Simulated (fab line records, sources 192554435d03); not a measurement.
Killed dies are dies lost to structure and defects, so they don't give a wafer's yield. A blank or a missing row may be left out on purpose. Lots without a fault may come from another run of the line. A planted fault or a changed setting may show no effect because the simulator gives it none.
fab line records | flow n5_finfet
record lots=6 wafers=18 last_day=20
route steps=1938 shown BEOL_M2@911 BEOL_M4@1111 PASSIVATION@1936
lots that met no fault: from a run of the same line without faults
start_h: hours from the record's first day to the start of the lot's first wafer shown | wait_h: hours since the lot's step before | " the same as in the row above | L1.1+2: a row that stands for several wafers | - no value, or no start given | * or withheld: withheld | < > ~ a bound
route shown NAME@n: a module of which the file shows steps, and the number in the route of the first | usual: mean/standard deviation of fault-free wafers | same: alike in all rows | chamber/n: place in a boat | sites: the reading at each site | _std_site: their standard deviation | _edge_site: outer sites' mean less inner sites' | radius_mm: how far each site lies from the wafer's centre | mask NAME#n: copy n | behind: the tool/chamber that last shaped the wafer | hold: why the lot was held/for how many hours/how that ended | device: the transistor (n, p or np) that didn't switch | end of line: the same wafers' tests at the end of the route | a step without rows: its recipe alone | killed: dies lost to structure and defects at the first sort, not the wafer's yield | map: a wafer's dies, x killed, . not, _ none there
set.NAME: the setting as run; set.NAME@STEP: as run at that earlier step | model.NAME: the simulator's own value behind a step, which no gauge read
lots at some steps of the route; a table a step, a row a wafer
services: from which hour (start_h, from the record's first day; less than 0 if before it) a tool's chamber was out of use, for how many hours, and why
## steps
# step N5_BEOL_M2_ANNEAL_87
# recipe temp_c=400 time_s=240 ambient=vacuum
# usual heater_power_w=843/93
# same time_s=240
# columns lot.wafer tool chamber start_h wait_h heater_power_w
L206.1 pvd_sputter-03 - 139.95 0.0 825
L206.3 " - " " 727
L206.4 " - " " 709
L212.1 pvd_sputter-03 - 226.56 0.0 817
L212.2 " - " " 716
L212.4 " - " " 762
L216.3 pvd_sputter-03 - 243.21 0.0 810
L216.5 " - " " 819
L216.6 " - " " 735
L225.2 pvd_sputter-01 - 295.18 0.0 1025
L225.4 " - " " 869
L225.6 " - " " 865
L228.4 pvd_sputter-03 - 325.16 0.0 711
L228.5 " - " " 740
L228.6 " - " " 820
L229.1 pvd_sputter-03 - 328.73 0.0 746
L229.2 " - " " 738
L229.3 " - " " 826
# step N5_BEOL_M2_SPUTTER_88
# recipe material=Cu target_thk_a=45 temp_c=-20 chamber_pressure_pa=0.07 power_w=withheld time_s=8.29
# step N5_BEOL_M2_ANNEAL_89
# recipe temp_c=400 time_s=240 ambient=vacuum
# step N5_BEOL_M2_SPUTTER_90
# recipe material=Cu target_thk_a=45 temp_c=-20 chamber_pressure_pa=0.07 power_w=withheld time_s=8.29
# step N5_BEOL_M2_ANNEAL_91
# recipe temp_c=400 time_s=240 ambient=vacuum
# step N5_BEOL_M2_SPUTTER_92
# recipe material=Cu target_thk_a=45 temp_c=-20 chamber_pressure_pa=0.07 power_w=withheld time_s=8.29
# step N5_BEOL_M2_ANNEAL_93
# recipe temp_c=400 time_s=240 ambient=vacuum
# usual heater_power_w=843/91
# same time_s=240
# columns lot.wafer tool chamber start_h wait_h heater_power_w
L206.1 pvd_sputter-03 - 140.61 0.0 806
L206.3 " - " " 702
L206.4 " - " " 710
L212.1 pvd_sputter-03 - 227.22 0.0 811
L212.2 " - " " 731
L212.4 " - " " 768
L216.3 pvd_sputter-03 - 243.87 0.0 821
L216.5 " - " " 818
L216.6 " - " " 709
L225.2 pvd_sputter-01 - 295.84 0.0 1029
L225.4 " - " " 871
L225.6 " - " " 850
L228.4 pvd_sputter-03 - 325.82 0.0 706
L228.5 " - " " 745
L228.6 " - " " 817
L229.1 pvd_sputter-03 - 329.39 0.0 764
L229.2 " - " " 711
L229.3 " - " " 836
# step N5_BEOL_M2_SPUTTER_94
# recipe material=Cu target_thk_a=45 temp_c=-20 chamber_pressure_pa=0.07 power_w=withheld time_s=8.29
# step N5_BEOL_M2_ANNEAL_95
# recipe temp_c=400 time_s=240 ambient=vacuum
# usual heater_power_w=844/93
# same time_s=240
# columns lot.wafer tool chamber start_h wait_h heater_power_w
L206.1 pvd_sputter-03 - 140.83 0.0 829
L206.3 " - " " 723
L206.4 " - " " 722
L212.1 pvd_sputter-03 - 227.44 0.0 819
L212.2 " - " " 719
L212.4 " - " " 760
L216.3 pvd_sputter-03 - 244.09 0.0 838
L216.5 " - " " 833
L216.6 " - " " 697
L225.2 pvd_sputter-01 - 296.06 0.0 1022
L225.4 " - " " 897
L225.6 " - " " 865
L228.4 pvd_sputter-03 - 326.04 0.0 722
L228.5 " - " " 763
L228.6 " - " " 814
L229.1 pvd_sputter-03 - 329.61 0.0 755
L229.2 " - " " 712
L229.3 " - " " 816
# step N5_BEOL_M2_SPUTTER_96
# recipe material=Cu target_thk_a=45 temp_c=-20 chamber_pressure_pa=0.07 power_w=withheld time_s=8.29
# step N5_BEOL_M2_ECD_50
# recipe material=Cu target_thk_a=3000
# step N5_BEOL_M2_ANNEAL_51
# recipe temp_c=225 time_s=90 ambient=N2
# step N5_BEOL_M2_CMP_52
# recipe stop_on=SiOC t_overpolish_s=6.8 down_force_psi=1 platen_rpm=50 clearing_platen_down_force_psi=1.5 clearing_platen_rpm=50 post_cmp_clean=cu_alkaline target_thk_nm=40 clearing_platen_pad_velocity_m_s=0.99484 pad_velocity_m_s=0.99484
# usual barrier_field_endpoint_s=24.9/0.61 clearing_platen_down_force_psi=1.500/0.003 motor_current_A=6.3/0.66 overpolish_run_s=6.800/0.009 time_to_endpoint_s=64/3.3
# columns lot.wafer tool chamber start_h wait_h barrier_field_endpoint_s clearing_platen_down_force_psi motor_current_A overpolish_run_s time_to_endpoint_s model.Cu_of_BEOL_M2_ECD_50.thk_nm model.SiO2_of_BEOL_M2_PECVD_72.thk_nm model.SiOC_of_BEOL_M2_ILD_DEP_00.thk_nm
L206.1 cmp-01 2 142.51 0.3 24.5 1.498 6.3 6.797 63 37.8 0 75.6
L206.3 " 3 " " 25.3 1.500 5.4 6.804 65 37.8 0 75.8
L206.4 " 0 " " 24.6 1.500 5.5 6.812 62 39 0 76.8
L212.4 cmp-04 3 228.11 0.2 24.8 1.498 6.7 6.808 65 40.8 0 74.8
L212.2 " 0 " " 25.1 1.500 6.0 6.781 67 40.4 0 74.4
L212.1 " 1 " " 24.5 1.511 6.4 6.801 66 40.8 0 74.6
L216.3 cmp-04 2 244.84 0.3 25.8 1.501 5.9 6.798 70 43 0 76
L216.6 " 3 " " 26.0 1.507 6.5 6.801 69 41.6 0 76.6
L216.5 " 0 " " 25.8 1.496 6.3 6.809 68 41.4 0 77
L225.2 cmp-04 0 296.69 0.2 - - - - - 304.6 15.8 78
L225.4 " 2 " " - - - - - 298.2 16.2 80
L225.6 " 0 " " - - - - - 302 16.2 79.2
L228.4 cmp-01 0 326.75 0.2 - - - - - 296.4 16 79.4
L228.5 " 2 " " - - - - - 297.2 16 79.2
L228.6 " 3 " " - - - - - 296.4 16 78.8
L229.3 cmp-03 2 330.42 0.2 24.2 1.499 5.9 6.804 62 39.8 0 74.2
L229.1 " 3 " " 24.2 1.502 6.5 6.812 62 37.8 0 75.4
L229.2 " 1 " " 24.1 1.502 9.3 6.784 66 39.2 0 75.4
# step N5_BEOL_M2_THK_MEAS_53
# recipe thk_meas_gauge=xrf reads=Cu_of_BEOL_M2_ECD_50
# usual M2_THK=40.2/1.3
# columns lot.wafer tool chamber start_h wait_h M2_THK[nm]
L206.1 film_metro-01 - 142.77 - 38.2
L206.3 " - " " 37.8
L206.4 " - " " 39.1
L212.1 film_metro-02 - 228.36 - 41.0
L212.2 " - " " 40.6
L212.4 " - " " 40.6
L216.3 film_metro-02 - 245.02 - 43.3
L216.5 " - " " 41.7
L216.6 " - " " 41.8
L225.2 film_metro-01 - 296.98 0.3 306.8
L225.4 " - " " 302.0
L225.6 " - " " 305.6
L228.4 film_metro-02 - 326.97 0.2 298.9
L228.5 " - " " 299.7
L228.6 " - " " 299.3
L229.1 film_metro-01 - 330.71 - 38.2
L229.2 " - " " 39.4
L229.3 " - " " 40.2
# step N5_BEOL_M2_PRE_CLEAN_60
# recipe gas=NH3/H2 time_s=15 temp_c=* rf_power_w=300
# step N5_BEOL_M2_CO_CAP_55
# recipe material=Co target_thk_a=20 temp_c=200 precursor=CCTBA/H2 pressure_torr=30 time_s=102.1
# usual heater_power_w=236/22
# same time_s=102.1
# columns lot.wafer tool chamber start_h wait_h heater_power_w
L206.1 cvd_co-02 1 142.85 0.0 282
L206.3 " 0 " " 231
L206.4 " 1 " " 265
L212.1 cvd_co-02 1 228.44 0.0 274
L212.2 " 0 " " 227
L212.4 " 2 " " 207
L216.3 cvd_co-01 1 245.10 0.0 246
L216.5 " 0 " " 217
L216.6 " 2 " " 235
L225.2 cvd_co-02 2 297.06 0.0 207
L225.4 " 1 " " 275
L225.6 " 2 " " 214
L228.4 cvd_co-02 1 327.08 0.0 273
L228.5 " 0 " " 235
L228.6 " 2 " " 204
L229.1 cvd_co-01 2 330.79 0.0 236
L229.2 " 1 " " 240
L229.3 " 0 " " 222
# step N5_BEOL_M2_PRE_CLEAN_56
# recipe gas=NH3 time_s=15 temp_c=withheld rf_power_w=300
# step N5_BEOL_M2_DEP_57
# recipe material=SiCN target_thk_a=80 temp_c=withheld precursor=3MS/NH3 pressure_torr=3 rf_w=202 time_s=14
# usual rf_fwd_power_W=199.1/1.1 showerhead_plenum_p_Torr=3.656/0.016 throttle_valve_pct=9.1/0.41
# same time_s=14
# columns lot.wafer tool chamber start_h wait_h rf_fwd_power_W showerhead_plenum_p_Torr throttle_valve_pct
L206.1 pecvd-02 2 142.97 0.0 199.7 3.653 8.7
L206.3 " 0 " " 199.0 3.697 8.6
L206.4 " 2 " " 199.0 3.659 8.1
L212.1 pecvd-03 1 228.57 0.0 199.1 3.659 9.2
L212.2 " 0 " " 197.9 3.671 9.3
L212.4 " 0 " " 198.2 3.671 9.5
L216.3 pecvd-02 0 245.21 0.0 200.9 3.697 8.8
L216.5 " 2 " " 200.5 3.654 8.5
L216.6 " 1 " " 200.6 3.652 8.8
L225.2 pecvd-02 2 297.18 0.0 200.0 3.650 8.5
L225.4 " 0 " " 199.1 3.702 9.0
L225.6 " 1 " " 199.3 3.665 9.0
L228.4 pecvd-01 1 327.18 0.0 197.3 3.629 8.9
L228.5 " 2 " " 197.0 3.650 9.1
L228.6 " 0 " " 201.0 3.661 9.4
L229.1 pecvd-03 0 330.91 0.0 198.2 3.676 9.6
L229.2 " 1 " " 199.6 3.649 9.4
L229.3 " 2 " " 198.2 3.654 8.1
# step N5_BEOL_M2_RS_MEAS_58
# recipe thk_meas_gauge=four-point-probe reads=Co_of_BEOL_M2_CO_CAP_55+Cu_of_BEOL_M2_ECD_50+Co_of_BEOL_M2_CVD_47+TaN_of_BEOL_M2_ALD_84
# usual M2_RS=0.672/0.028
# columns lot.wafer tool chamber start_h wait_h M2_RS[ohm/sq]
L206.1 film_metro-02 - 143.06 0.1 0.717
L206.3 " - " " 0.720
L206.4 " - " " 0.691
L212.1 film_metro-02 - 228.65 0.1 0.650
L212.2 " - " " 0.659
L212.4 " - " " 0.653
L216.3 film_metro-01 - 245.28 0.1 0.612
L216.5 " - " " 0.640
L216.6 " - " " 0.635
L225.2 film_metro-01 - 297.25 0.1 0.057
L225.4 " - " " 0.058
L225.6 " - " " 0.058
L228.4 film_metro-01 - 327.23 0.0 0.059
L228.5 " - " " 0.059
L228.6 " - " " 0.059
L229.1 film_metro-01 - 330.97 0.0 0.716
L229.2 " - " " 0.687
L229.3 " - " " 0.674
# step N5_BEOL_M2_INSPECT_59
# recipe inspect_instrument=darkfield mode=post_dep
# usual raw_defect_count=73/24
# columns lot.wafer tool chamber start_h wait_h raw_defect_count
L206.1 defect_inspect-02 - 143.08 0.0 56
L206.3 " - " " 76
L206.4 " - " " 103
L212.1 defect_inspect-01 - 228.68 0.0 68
L212.2 " - " " 72
L212.4 " - " " 77
L216.3 defect_inspect-01 - 245.31 0.0 47
L216.5 " - " " 81
L216.6 " - " " 74
L225.2 defect_inspect-02 - 297.27 0.0 5982
L225.4 " - " " 5900
L225.6 " - " " 5840
L228.4 defect_inspect-01 - 327.25 0.0 5914
L228.5 " - " " 5906
L228.6 " - " " 6003
L229.1 defect_inspect-02 - 331.00 0.0 93
L229.2 " - " " 81
L229.3 " - " " 91
# step N5_BEOL_M4_RC_MEAS_101
# usual DIBL_N=36.5/1.2 DIBL_P=36.5/1.6 IOFF_N=0.162/0.023 IOFF_P=0.221/0.03 ION_N=678/8 ION_P=466/6.3 SS_N=71.6/0.46 SS_P=73.3/0.57 VT_N=249.2/2.6 VT_P=-249/3.3
# columns lot.wafer tool chamber start_h wait_h DIBL_N[mV/V] DIBL_P[mV/V] IOFF_N[nA/um] IOFF_P[nA/um] ION_N[uA/um] ION_P[uA/um] SS_N[mV/dec] SS_P[mV/dec] VT_N[mV] VT_P[mV]
L206.1 prober-02 0 183.65 0.2 36.7 34.6 0.143 0.196 678 464 71.0 73.4 248.6 -251
L206.3 " 0 " " 37.6 35.5 0.163 0.217 678 467 72.2 73.2 249.7 -251
L206.4 " 0 " " 38.1 36.1 0.178 0.223 683 469 71.6 73.8 248.2 -249
L212.1 prober-01 0 257.00 0.0 33.2 33.1 0.115 0.157 663 455 70.6 72.7 252.9 -255
L212.2 " 0 " " 34.5 34.8 0.137 0.185 671 463 71.1 73.2 251.7 -255
L212.4 " 0 " " 34.7 35.0 0.136 0.178 674 464 71.2 73.5 255.9 -254
L216.3 prober-01 0 266.31 0.3 38.2 38.9 0.199 0.260 687 467 71.7 74.9 245.0 -247
L216.5 " 0 " " 37.3 37.8 0.168 0.229 671 458 71.9 73.2 252.6 -250
L216.6 " 0 " " 36.4 37.0 0.165 0.218 676 468 71.7 73.2 248.3 -251
L229.1 prober-02 0 367.40 0.0 38.7 37.2 0.188 0.232 680 459 71.8 73.9 247.1 -250
L229.2 " 0 " " 39.2 38.0 0.191 0.254 684 467 71.3 74.5 246.4 -248
L229.3 " 0 " " 39.6 38.2 0.197 0.256 686 471 71.9 74.1 247.0 -246
# step N5_PASSIVATION_PROBE_49
# usual defect_limited_yield=91.2/1.3 killed_at_M0_to_M3=34/9.2 killed_at_M4_up=14/5 killed_at_contacts=13/6.7 killed_at_front_end=39/12 killed_at_other=4/3.3 killed_dies=104/15 killed_on_rim=14/3.7 killed_open=68/12 killed_short=34/7.5 sort_bin_5_function=5.2/0.87 sort_bin_6_memory=3.3/0.63 sort_n_pass=1076/15 sort_yield_pct=91.2/1.3
# same gross_dies=1180 killed_at_back_side=0 sort_bin_4_leakage[%]=0 sort_bin_8_speed[%]=0
# columns lot.wafer tool chamber start_h wait_h defect_limited_yield[%] killed_at_M0_to_M3 killed_at_M4_up killed_at_contacts killed_at_front_end killed_at_other killed_dies killed_on_rim killed_open killed_short sort_bin_5_function[%] sort_bin_6_memory[%] sort_n_pass sort_yield_pct[%]
L225.2 prober-01 - 435.66 0.1 0 1121 15 8 32 4 1180 152 55 32 4.8 2.4 0 0
L225.4 prober-01 - 435.76 0.2 0 1121 19 10 29 1 1180 152 66 19 4.5 2.9 0 0
L225.6 prober-01 - 435.86 0.3 0 1125 22 14 15 4 1180 152 57 29 4.0 2.8 0 0
L228.4 prober-02 - 463.65 0.2 0 1131 10 12 27 0 1180 152 63 36 4.2 3.9 0 0
L228.5 prober-02 - 463.70 0.2 0 1125 20 8 25 2 1180 152 53 38 4.5 3.0 0 0
L228.6 prober-02 - 463.75 0.3 0 1101 27 17 34 1 1180 152 79 33 5.8 3.8 0 0
# killed by level:class
L225.2 BEOL_M2:area_cmp=1089 BEOL_M4:geometric_particle:open=9 BEOL_M0_SAQP:geometric_particle:open=7 MOL_CONTACT_COAG:geometric_particle:open=7 BEOL_M1:geometric_particle:open=6 FIN_SAQP:geometric_particle:short=5 BEOL_M1:geometric_particle:short=5 BEOL_M2:geometric_particle:open=4
L225.4 BEOL_M2:area_cmp=1092 STI_FIN_REVEAL:geometric_particle:open=15 BEOL_M4:geometric_particle:open=11 BEOL_M1:geometric_particle:open=9 MOL_CONTACT_COAG:geometric_particle:open=8 BEOL_M0_SAQP:geometric_particle:short=7 BEOL_M0_SAQP:geometric_particle:open=5 STI_FIN_REVEAL:geometric_particle:short=3
L225.6 BEOL_M2:area_cmp=1094 BEOL_M4:geometric_particle:open=13 BEOL_M0_SAQP:geometric_particle:open=9 MOL_CONTACT_COAG:geometric_particle:open=8 BEOL_M0_SAQP:geometric_particle:short=8 BEOL_M1:geometric_particle:open=8 MOL_CONTACT_COAG:geometric_particle:short=6 BEOL_M3:geometric_particle:open=4
L228.4 BEOL_M2:area_cmp=1078 BEOL_M3:geometric_particle:open=14 BEOL_M0_SAQP:geometric_particle:open=13 BEOL_M2:geometric_particle:open=10 MOL_CONTACT_COAG:geometric_particle:open=9 BEOL_M0_SAQP:geometric_particle:short=6 FIN_SAQP:geometric_particle:short=5 GATE_CUT:geometric_particle:short=5
L228.5 BEOL_M2:area_cmp=1088 BEOL_M4:geometric_particle:open=12 BEOL_M0_SAQP:geometric_particle:open=8 STI_FIN_REVEAL:geometric_particle:open=7 BEOL_M0_SAQP:geometric_particle:short=7 BEOL_M4:geometric_particle:short=7 FIN_SAQP:geometric_particle:short=5 MOL_CONTACT_COAG:geometric_particle:open=5
L228.6 BEOL_M2:area_cmp=1065 MOL_CONTACT_COAG:geometric_particle:open=16 BEOL_M4:geometric_particle:open=13 BEOL_M0_SAQP:geometric_particle:short=12 DUMMY_GATE:geometric_particle:open=9 BEOL_M0_SAQP:geometric_particle:open=7 FIN_SAQP:geometric_particle:short=6 BEOL_M3:geometric_particle:open=6
# map L225.2 (x killed, . not)
_________________xxxxxxxxxxxx________________
______________xxxxxxxxxxxxxxxxxx_____________
___________xxxxxxxxxxxxxxxxxxxxxxxx__________
__________xxxxxxxxxxxxxxxxxxxxxxxxxx_________
________xxxxxxxxxxxxxxxxxxxxxxxxxxxxxx_______
_______xxxxxxxxxxxxxxxxxxxxxxxxxxxxxxxx______
______xxxxxxxxxxxxxxxxxxxxxxxxxxxxxxxxxx_____
_____xxxxxxxxxxxxxxxxxxxxxxxxxxxxxxxxxxxx____
____xxxxxxxxxxxxxxxxxxxxxxxxxxxxxxxxxxxxxx___
___xxxxxxxxxxxxxxxxxxxxxxxxxxxxxxxxxxxxxxxx__
___xxxxxxxxxxxxxxxxxxxxxxxxxxxxxxxxxxxxxxxx__
__xxxxxxxxxxxxxxxxxxxxxxxxxxxxxxxxxxxxxxxxxx_
__xxxxxxxxxxxxxxxxxxxxxxxxxxxxxxxxxxxxxxxxxx_
_xxxxxxxxxxxxxxxxxxxxxxxxxxxxxxxxxxxxxxxxxxxx
_xxxxxxxxxxxxxxxxxxxxxxxxxxxxxxxxxxxxxxxxxxxx
_xxxxxxxxxxxxxxxxxxxxxxxxxxxxxxxxxxxxxxxxxxxx
_xxxxxxxxxxxxxxxxxxxxxxxxxxxxxxxxxxxxxxxxxxxx
_xxxxxxxxxxxxxxxxxxxxxxxxxxxxxxxxxxxxxxxxxxxx
_xxxxxxxxxxxxxxxxxxxxxxxxxxxxxxxxxxxxxxxxxxxx
_xxxxxxxxxxxxxxxxxxxxxxxxxxxxxxxxxxxxxxxxxxxx
_xxxxxxxxxxxxxxxxxxxxxxxxxxxxxxxxxxxxxxxxxxxx
__xxxxxxxxxxxxxxxxxxxxxxxxxxxxxxxxxxxxxxxxxx_
__xxxxxxxxxxxxxxxxxxxxxxxxxxxxxxxxxxxxxxxxxx_
___xxxxxxxxxxxxxxxxxxxxxxxxxxxxxxxxxxxxxxxx__
___xxxxxxxxxxxxxxxxxxxxxxxxxxxxxxxxxxxxxxxx__
____xxxxxxxxxxxxxxxxxxxxxxxxxxxxxxxxxxxxxx___
_____xxxxxxxxxxxxxxxxxxxxxxxxxxxxxxxxxxxx____
______xxxxxxxxxxxxxxxxxxxxxxxxxxxxxxxxxx_____
_______xxxxxxxxxxxxxxxxxxxxxxxxxxxxxxxx______
________xxxxxxxxxxxxxxxxxxxxxxxxxxxxxx_______
__________xxxxxxxxxxxxxxxxxxxxxxxxxx_________
___________xxxxxxxxxxxxxxxxxxxxxxxx__________
______________xxxxxxxxxxxxxxxxxx_____________
_________________xxxxxxxxxxxx________________
# map L228.4 (x killed, . not)
_________________xxxxxxxxxxxx________________
______________xxxxxxxxxxxxxxxxxx_____________
___________xxxxxxxxxxxxxxxxxxxxxxxx__________
__________xxxxxxxxxxxxxxxxxxxxxxxxxx_________
________xxxxxxxxxxxxxxxxxxxxxxxxxxxxxx_______
_______xxxxxxxxxxxxxxxxxxxxxxxxxxxxxxxx______
______xxxxxxxxxxxxxxxxxxxxxxxxxxxxxxxxxx_____
_____xxxxxxxxxxxxxxxxxxxxxxxxxxxxxxxxxxxx____
____xxxxxxxxxxxxxxxxxxxxxxxxxxxxxxxxxxxxxx___
___xxxxxxxxxxxxxxxxxxxxxxxxxxxxxxxxxxxxxxxx__
___xxxxxxxxxxxxxxxxxxxxxxxxxxxxxxxxxxxxxxxx__
__xxxxxxxxxxxxxxxxxxxxxxxxxxxxxxxxxxxxxxxxxx_
__xxxxxxxxxxxxxxxxxxxxxxxxxxxxxxxxxxxxxxxxxx_
_xxxxxxxxxxxxxxxxxxxxxxxxxxxxxxxxxxxxxxxxxxxx
_xxxxxxxxxxxxxxxxxxxxxxxxxxxxxxxxxxxxxxxxxxxx
_xxxxxxxxxxxxxxxxxxxxxxxxxxxxxxxxxxxxxxxxxxxx
_xxxxxxxxxxxxxxxxxxxxxxxxxxxxxxxxxxxxxxxxxxxx
_xxxxxxxxxxxxxxxxxxxxxxxxxxxxxxxxxxxxxxxxxxxx
_xxxxxxxxxxxxxxxxxxxxxxxxxxxxxxxxxxxxxxxxxxxx
_xxxxxxxxxxxxxxxxxxxxxxxxxxxxxxxxxxxxxxxxxxxx
_xxxxxxxxxxxxxxxxxxxxxxxxxxxxxxxxxxxxxxxxxxxx
__xxxxxxxxxxxxxxxxxxxxxxxxxxxxxxxxxxxxxxxxxx_
__xxxxxxxxxxxxxxxxxxxxxxxxxxxxxxxxxxxxxxxxxx_
___xxxxxxxxxxxxxxxxxxxxxxxxxxxxxxxxxxxxxxxx__
___xxxxxxxxxxxxxxxxxxxxxxxxxxxxxxxxxxxxxxxx__
____xxxxxxxxxxxxxxxxxxxxxxxxxxxxxxxxxxxxxx___
_____xxxxxxxxxxxxxxxxxxxxxxxxxxxxxxxxxxxx____
______xxxxxxxxxxxxxxxxxxxxxxxxxxxxxxxxxx_____
_______xxxxxxxxxxxxxxxxxxxxxxxxxxxxxxxx______
________xxxxxxxxxxxxxxxxxxxxxxxxxxxxxx_______
__________xxxxxxxxxxxxxxxxxxxxxxxxxx_________
___________xxxxxxxxxxxxxxxxxxxxxxxx__________
______________xxxxxxxxxxxxxxxxxx_____________
_________________xxxxxxxxxxxx________________
## services
# columns tool chamber start_h hours kind
cvd_co-02 2 118.84 5.1 repair
cmp-04 - 123.36 5.2 pm
pvd_sputter-01 - 127.38 0.8 repair
cmp-01 - 127.61 1.6 repair
pecvd-02 1 133.62 50.0 repair
cmp-04 - 136.81 1.7 repair
cvd_co-01 - 143.59 0.8 repair
pecvd-03 1 146.92 6.6 repair
cmp-04 - 149.20 4.0 pm
pecvd-02 0 169.29 4.4 repair
cmp-01 - 178.10 2.4 repair
pvd_sputter-03 - 188.94 5.9 repair
cvd_co-01 - 195.89 6.0 pm
cvd_co-02 - 201.89 2.8 pm
pvd_sputter-03 - 211.08 3.7 repair
cmp-04 - 211.44 3.1 repair
pecvd-02 - 223.04 0.3 repair
cvd_co-02 2 223.43 4.4 repair
cmp-01 - 232.38 5.4 pm
cmp-01 - 243.19 4.5 pm
pecvd-02 - 261.64 0.5 repair
cmp-04 - 262.70 6.1 pm
cmp-01 - 265.06 4.0 pm
pecvd-02 - 267.16 1.1 repair
## key
first_sign step=N5_BEOL_M2_CMP_52 reading=tool_record direction=missing
effect step=N5_BEOL_M2_THK_MEAS_53 reading=M2_THK direction=up sigmas=99+ usual=40.2 struck=302.1
effect step=N5_BEOL_M2_RS_MEAS_58 reading=M2_RS direction=down sigmas=22 usual=0.672 struck=0.058
effect step=N5_BEOL_M2_INSPECT_59 reading=raw_defect_count direction=up sigmas=99+ usual=73 struck=5924
effect step=N5_PASSIVATION_PROBE_49 reading=killed_at_M0_to_M3 direction=up sigmas=99+ usual=34 struck=1121
model_effect step=N5_BEOL_M2_CMP_52 value=Cu_of_BEOL_M2_ECD_50.thk_nm without=39.67 struck=299.1
more_kills_born_at N5_BEOL_M2_CMP_52@cmp-04=3275 N5_BEOL_M2_CMP_52@cmp-01=3231
met_at N5_BEOL_M2_CMP_52
struck_wafers L225.2,L225.4,L225.6,L228.4,L228.5,L228.6
later_rows_left_out L225.2,L225.4,L225.6,L228.4,L228.5,L228.6
onset_between 244.84 296.69
fault kind=skipped_step_whole tool=cmp-01,cmp-04 chamber=- onset_h=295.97 steps=N5_BEOL_M2_CMP_52 scope=struck_lots_only
# later_rows_left_out: the simulator's readings of these wafers behind a module that went badly wrong aren't trusted and aren't shown, but for the sort
